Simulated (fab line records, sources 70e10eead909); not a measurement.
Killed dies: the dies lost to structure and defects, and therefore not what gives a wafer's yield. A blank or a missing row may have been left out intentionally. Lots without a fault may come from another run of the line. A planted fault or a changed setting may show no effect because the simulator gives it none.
fab line records :: flow nandHarc
[record]
  lots = 5
  wafers = 15
  lastDay = 31
route steps=1302 shown A_ONON_D1@426
lots untouched by any fault: they come from a run of this same line in which no faults occurred
startH: hours from the record's opening day to when the first of the lot's shown wafers began :: waitH: how many hours have passed since the lot's step before this one :: " as in the row above :: L1.1+2: a single row standing in for several wafers :: - either no value or no given start :: * or withheld: withheld :: < > ~ a bound
route shown NAME@n: names a module that has steps shown in the file, with the first one's number in the route :: usual: mean/standard deviation taken from wafers without a fault :: same: alike in all rows :: chamber/n: place in a boat :: sites: per-site readings :: _std_site: standard deviation of those values :: _edge_site: the outer-site mean with the inner-site mean subtracted :: radiusMm: how far each site lies from the wafer's centre :: mask NAME#n: copy n :: behind: the tool/chamber that last shaped the wafer :: hold: what put the lot on hold/how long, in hours/how the hold closed :: device: which transistor (n, p or np) failed to switch :: end of line: the route-end tests of the same wafers :: a step with no rows: only its recipe :: killed: dies lost to structure and defects at the first sort, not the wafer's yield :: map: dies across one wafer; x = killed, . = not, _ = none there
set.NAME: the setting that was run; set.NAME@STEP: the one run at that earlier step :: model.NAME: the simulator's own value behind a step, which no gauge read
a table for each step, a row for each wafer; lots at some steps of the route
services: a tool's chamber out of use, with start hour (startH, from the record's first day; less than 0 if before it), hours out, and reason
[[steps]]
[step NHARC_A_ONON_D1_DEP_03]
[recipe]
  targetThkA = 10000
  n2FlowSccm = 2750
  n2oFlowSccm = 2000
  nh3FlowSccm = 500
  sih4FlowSccm = 210
  tempC = 400
[step NHARC_A_ONON_D1_THK_MEAS_05]
[recipe]
  thkMeasGauge = ellipsometry
[usual]
  thkNm = 998/12
lot.wafer: L288.4
tool: filmMetro-01
chamber: -
startH: 201.06
waitH: -
thkNm: 1018

lot.wafer: L288.5
tool: filmMetro-01
chamber: -
startH: 201.06
waitH: -
thkNm: 1017

lot.wafer: L288.6
tool: filmMetro-01
chamber: -
startH: 201.06
waitH: -
thkNm: 1015

lot.wafer: L290.3
tool: filmMetro-01
chamber: -
startH: 226.15
waitH: -
thkNm: 1001

lot.wafer: L290.4
tool: filmMetro-01
chamber: -
startH: 226.15
waitH: -
thkNm: 1002

lot.wafer: L290.6
tool: filmMetro-01
chamber: -
startH: 226.15
waitH: -
thkNm: 1002

lot.wafer: L295.1
tool: filmMetro-01
chamber: -
startH: 268.63
waitH: -
thkNm: 1001

lot.wafer: L295.2
tool: filmMetro-01
chamber: -
startH: 268.63
waitH: -
thkNm: 1002

lot.wafer: L295.4
tool: filmMetro-01
chamber: -
startH: 268.63
waitH: -
thkNm: 1004

lot.wafer: L294.1
tool: filmMetro-02
chamber: -
startH: 268.64
waitH: -
thkNm: 1007

lot.wafer: L294.3
tool: filmMetro-02
chamber: -
startH: 268.64
waitH: -
thkNm: 1008

lot.wafer: L294.5
tool: filmMetro-02
chamber: -
startH: 268.64
waitH: -
thkNm: 1008

lot.wafer: L301.2
tool: filmMetro-02
chamber: -
startH: 332.82
waitH: -
thkNm: 999

lot.wafer: L301.3
tool: filmMetro-02
chamber: -
startH: 332.82
waitH: -
thkNm: 998

lot.wafer: L301.6
tool: filmMetro-02
chamber: -
startH: 332.82
waitH: -
thkNm: 999
[step NHARC_A_ONON_D1_DEP_06]
[recipe]
  targetThkA = 10000
  n2FlowSccm = 2750
  n2oFlowSccm = 2000
  nh3FlowSccm = 500
  sih4FlowSccm = 210
  tempC = 400
[step NHARC_A_ONON_D1_THK_MEAS_08]
[recipe]
  thkMeasGauge = ellipsometry
[usual]
  thkNm = 996/11
lot.wafer: L288.4
tool: filmMetro-02
chamber: -
startH: 201.63
waitH: -
thkNm: 999

lot.wafer: L288.5
tool: filmMetro-02
chamber: -
startH: 201.63
waitH: -
thkNm: 999

lot.wafer: L288.6
tool: filmMetro-02
chamber: -
startH: 201.63
waitH: -
thkNm: 999

lot.wafer: L290.3
tool: filmMetro-01
chamber: -
startH: 226.72
waitH: -
thkNm: 986

lot.wafer: L290.4
tool: filmMetro-01
chamber: -
startH: 226.72
waitH: -
thkNm: 984

lot.wafer: L290.6
tool: filmMetro-01
chamber: -
startH: 226.72
waitH: -
thkNm: 984

lot.wafer: L295.1
tool: filmMetro-01
chamber: -
startH: 269.19
waitH: -
thkNm: 999

lot.wafer: L295.2
tool: filmMetro-01
chamber: -
startH: 269.19
waitH: -
thkNm: 998

lot.wafer: L295.4
tool: filmMetro-01
chamber: -
startH: 269.19
waitH: -
thkNm: 998

lot.wafer: L294.1
tool: filmMetro-01
chamber: -
startH: 269.21
waitH: -
thkNm: 996

lot.wafer: L294.3
tool: filmMetro-01
chamber: -
startH: 269.21
waitH: -
thkNm: 998

lot.wafer: L294.5
tool: filmMetro-01
chamber: -
startH: 269.21
waitH: -
thkNm: 997

lot.wafer: L301.2
tool: filmMetro-02
chamber: -
startH: 333.39
waitH: -
thkNm: 1000

lot.wafer: L301.3
tool: filmMetro-02
chamber: -
startH: 333.39
waitH: -
thkNm: 1000

lot.wafer: L301.6
tool: filmMetro-02
chamber: -
startH: 333.39
waitH: -
thkNm: 1000
[step NHARC_A_ONON_D1_DEP_09]
[recipe]
  targetThkA = 10000
  n2FlowSccm = 2750
  n2oFlowSccm = 2000
  nh3FlowSccm = 500
  sih4FlowSccm = 210
  tempC = 400
[step NHARC_A_ONON_D1_THK_MEAS_11]
[recipe]
  thkMeasGauge = ellipsometry
[usual]
  thkNm = 1002/11
lot.wafer: L288.4
tool: filmMetro-02
chamber: -
startH: 202.19
waitH: -
thkNm: 989

lot.wafer: L288.5
tool: filmMetro-02
chamber: -
startH: 202.19
waitH: -
thkNm: 991

lot.wafer: L288.6
tool: filmMetro-02
chamber: -
startH: 202.19
waitH: -
thkNm: 991

lot.wafer: L290.3
tool: filmMetro-01
chamber: -
startH: 227.29
waitH: -
thkNm: 1010

lot.wafer: L290.4
tool: filmMetro-01
chamber: -
startH: 227.29
waitH: -
thkNm: 1010

lot.wafer: L290.6
tool: filmMetro-01
chamber: -
startH: 227.29
waitH: -
thkNm: 1010

lot.wafer: L295.1
tool: filmMetro-01
chamber: -
startH: 269.75
waitH: -
thkNm: 1018

lot.wafer: L295.2
tool: filmMetro-01
chamber: -
startH: 269.75
waitH: -
thkNm: 1018

lot.wafer: L295.4
tool: filmMetro-01
chamber: -
startH: 269.75
waitH: -
thkNm: 1016

lot.wafer: L294.1
tool: filmMetro-02
chamber: -
startH: 269.78
waitH: -
thkNm: 1000

lot.wafer: L294.3
tool: filmMetro-02
chamber: -
startH: 269.78
waitH: -
thkNm: 996

lot.wafer: L294.5
tool: filmMetro-02
chamber: -
startH: 269.78
waitH: -
thkNm: 997

lot.wafer: L301.2
tool: filmMetro-02
chamber: -
startH: 333.96
waitH: -
thkNm: 1002

lot.wafer: L301.3
tool: filmMetro-02
chamber: -
startH: 333.96
waitH: -
thkNm: 1001

lot.wafer: L301.6
tool: filmMetro-02
chamber: -
startH: 333.96
waitH: -
thkNm: 1002
[step NHARC_A_ONON_D1_DEP_12]
[recipe]
  targetThkA = 10000
  n2FlowSccm = 2750
  n2oFlowSccm = 2000
  nh3FlowSccm = 500
  sih4FlowSccm = 210
  tempC = 400
[step NHARC_A_ONON_D1_THK_MEAS_14]
[recipe]
  thkMeasGauge = ellipsometry
[usual]
  thkNm = 1001/8.5
lot.wafer: L288.4
tool: filmMetro-01
chamber: -
startH: 202.76
waitH: -
thkNm: 1002

lot.wafer: L288.5
tool: filmMetro-01
chamber: -
startH: 202.76
waitH: -
thkNm: 1001

lot.wafer: L288.6
tool: filmMetro-01
chamber: -
startH: 202.76
waitH: -
thkNm: 1001

lot.wafer: L290.3
tool: filmMetro-01
chamber: -
startH: 227.86
waitH: -
thkNm: 998

lot.wafer: L290.4
tool: filmMetro-01
chamber: -
startH: 227.86
waitH: -
thkNm: 998

lot.wafer: L290.6
tool: filmMetro-01
chamber: -
startH: 227.86
waitH: -
thkNm: 998

lot.wafer: L295.1
tool: filmMetro-02
chamber: -
startH: 270.32
waitH: -
thkNm: 997

lot.wafer: L295.2
tool: filmMetro-02
chamber: -
startH: 270.32
waitH: -
thkNm: 1000

lot.wafer: L295.4
tool: filmMetro-02
chamber: -
startH: 270.32
waitH: -
thkNm: 999

lot.wafer: L294.1
tool: filmMetro-01
chamber: -
startH: 270.35
waitH: -
thkNm: 1022

lot.wafer: L294.3
tool: filmMetro-01
chamber: -
startH: 270.35
waitH: -
thkNm: 1023

lot.wafer: L294.5
tool: filmMetro-01
chamber: -
startH: 270.35
waitH: -
thkNm: 1021

lot.wafer: L301.2
tool: filmMetro-01
chamber: -
startH: 334.52
waitH: -
thkNm: 1016

lot.wafer: L301.3
tool: filmMetro-01
chamber: -
startH: 334.52
waitH: -
thkNm: 1017

lot.wafer: L301.6
tool: filmMetro-01
chamber: -
startH: 334.52
waitH: -
thkNm: 1016
[step NHARC_A_ONON_D1_ANNEAL_15]
[recipe]
  tempC = 750
  timeS = 3600
[step NHARC_A_ONON_D1_DEP_16]
[recipe]
  targetThkA = 10000
  n2FlowSccm = 2750
  n2oFlowSccm = 2000
  nh3FlowSccm = 500
  sih4FlowSccm = 210
  tempC = 400
[step NHARC_A_ONON_D1_THK_MEAS_18]
[recipe]
  thkMeasGauge = ellipsometry
[usual]
  thkNm = 1003/12
lot.wafer: L288.4
tool: filmMetro-02
chamber: -
startH: 210.59
waitH: -
thkNm: 1010

lot.wafer: L288.5
tool: filmMetro-02
chamber: -
startH: 210.59
waitH: -
thkNm: 1011

lot.wafer: L288.6
tool: filmMetro-02
chamber: -
startH: 210.59
waitH: -
thkNm: 1011

lot.wafer: L290.3
tool: filmMetro-02
chamber: -
startH: 236.32
waitH: -
thkNm: 999

lot.wafer: L290.4
tool: filmMetro-02
chamber: -
startH: 236.32
waitH: -
thkNm: 1000

lot.wafer: L290.6
tool: filmMetro-02
chamber: -
startH: 236.32
waitH: -
thkNm: 1000

lot.wafer: L295.1
tool: filmMetro-01
chamber: -
startH: 278.13
waitH: -
thkNm: 1013

lot.wafer: L295.2
tool: filmMetro-01
chamber: -
startH: 278.13
waitH: -
thkNm: 1013

lot.wafer: L295.4
tool: filmMetro-01
chamber: -
startH: 278.13
waitH: -
thkNm: 1015

lot.wafer: L294.1
tool: filmMetro-01
chamber: -
startH: 278.18
waitH: -
thkNm: 1021

lot.wafer: L294.3
tool: filmMetro-01
chamber: -
startH: 278.18
waitH: -
thkNm: 1020

lot.wafer: L294.5
tool: filmMetro-01
chamber: -
startH: 278.18
waitH: -
thkNm: 1021

lot.wafer: L301.2
tool: filmMetro-02
chamber: -
startH: 342.33
waitH: -
thkNm: 990

lot.wafer: L301.3
tool: filmMetro-02
chamber: -
startH: 342.33
waitH: -
thkNm: 989

lot.wafer: L301.6
tool: filmMetro-02
chamber: -
startH: 342.33
waitH: -
thkNm: 988
[step NHARC_A_ONON_D1_DEP_19]
[recipe]
  targetThkA = 10000
  n2FlowSccm = 2750
  n2oFlowSccm = 2000
  nh3FlowSccm = 500
  sih4FlowSccm = 210
  tempC = 400
lot.wafer: L288.4+5+6
tool: pecvdOnon-02
chamber: 0
startH: 210.82
waitH: 0.2

lot.wafer: L290.3+4+6
tool: pecvdOnon-02
chamber: 0
startH: 236.49
waitH: 0.2

lot.wafer: L295.1+2+4
tool: pecvdOnon-03
chamber: 0
startH: 278.18
waitH: 0.1

lot.wafer: L294.1+3+5
tool: pecvdOnon-04
chamber: 0
startH: 278.24
waitH: 0.1

lot.wafer: L301.2+3+6
tool: pecvdOnon-03
chamber: 0
startH: 342.44
waitH: 0.1
[step NHARC_A_ONON_D1_THK_MEAS_21]
[recipe]
  thkMeasGauge = ellipsometry
[usual]
  thkNm = 999/8.2
lot.wafer: L288.4
tool: filmMetro-02
chamber: -
startH: 211.16
waitH: -
thkNm: 995

lot.wafer: L288.5
tool: filmMetro-02
chamber: -
startH: 211.16
waitH: -
thkNm: 995

lot.wafer: L288.6
tool: filmMetro-02
chamber: -
startH: 211.16
waitH: -
thkNm: 995

lot.wafer: L290.3
tool: filmMetro-02
chamber: -
startH: 236.89
waitH: -
thkNm: 969

lot.wafer: L290.4
tool: filmMetro-02
chamber: -
startH: 236.89
waitH: -
thkNm: 969

lot.wafer: L290.6
tool: filmMetro-02
chamber: -
startH: 236.89
waitH: -
thkNm: 969

lot.wafer: L295.1
tool: filmMetro-01
chamber: -
startH: 278.69
waitH: -
thkNm: 995

lot.wafer: L295.2
tool: filmMetro-01
chamber: -
startH: 278.69
waitH: -
thkNm: 996

lot.wafer: L295.4
tool: filmMetro-01
chamber: -
startH: 278.69
waitH: -
thkNm: 996

lot.wafer: L294.1
tool: filmMetro-02
chamber: -
startH: 278.74
waitH: -
thkNm: 1008

lot.wafer: L294.3
tool: filmMetro-02
chamber: -
startH: 278.74
waitH: -
thkNm: 1006

lot.wafer: L294.5
tool: filmMetro-02
chamber: -
startH: 278.74
waitH: -
thkNm: 1008

lot.wafer: L301.2
tool: filmMetro-01
chamber: -
startH: 342.89
waitH: -
thkNm: 1002

lot.wafer: L301.3
tool: filmMetro-01
chamber: -
startH: 342.89
waitH: -
thkNm: 1004

lot.wafer: L301.6
tool: filmMetro-01
chamber: -
startH: 342.89
waitH: -
thkNm: 1004
[step NHARC_A_ONON_D1_DEP_22]
[recipe]
  targetThkA = 10000
  n2FlowSccm = 2750
  n2oFlowSccm = 2000
  nh3FlowSccm = 500
  sih4FlowSccm = 210
  tempC = 400
[[services]]
tool: pecvdOnon-03
chamber: -
startH: 227.00
hours: 13.0
kind: pm

tool: pecvdOnon-03
chamber: -
startH: 306.54
hours: 2.1
kind: repair

tool: pecvdOnon-02
chamber: -
startH: 309.62
hours: 2.4
kind: repair

tool: pecvdOnon-04
chamber: -
startH: 311.39
hours: 13.0
kind: pm
[[key]]
[firstSign]
  step = NHARC_A_ONON_D1_THK_MEAS_21
  reading = thkNm
  direction = down
  sigmas = 3.6
  usual = 999
  struck = 969
effect none on later readings
metAt NHARC_A_ONON_D1_DEP_19
struckWafers L290.3,L290.4,L290.6
rowsEnd L290.3,L290.4,L290.6
onsetBetween 210.82 236.49
[fault]
  kind = processParameterDrift
  tool = pecvdOnon-02
  chamber = -
  onsetH = 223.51
  steps = NHARC_A_ONON_D1_DEP_19
  channel = targetThkA
  offset = *
  shape = step
  actsIn = *
  stated = *
// rowsEnd: these wafers met a further fault down the route, and their rows from its step on are left out
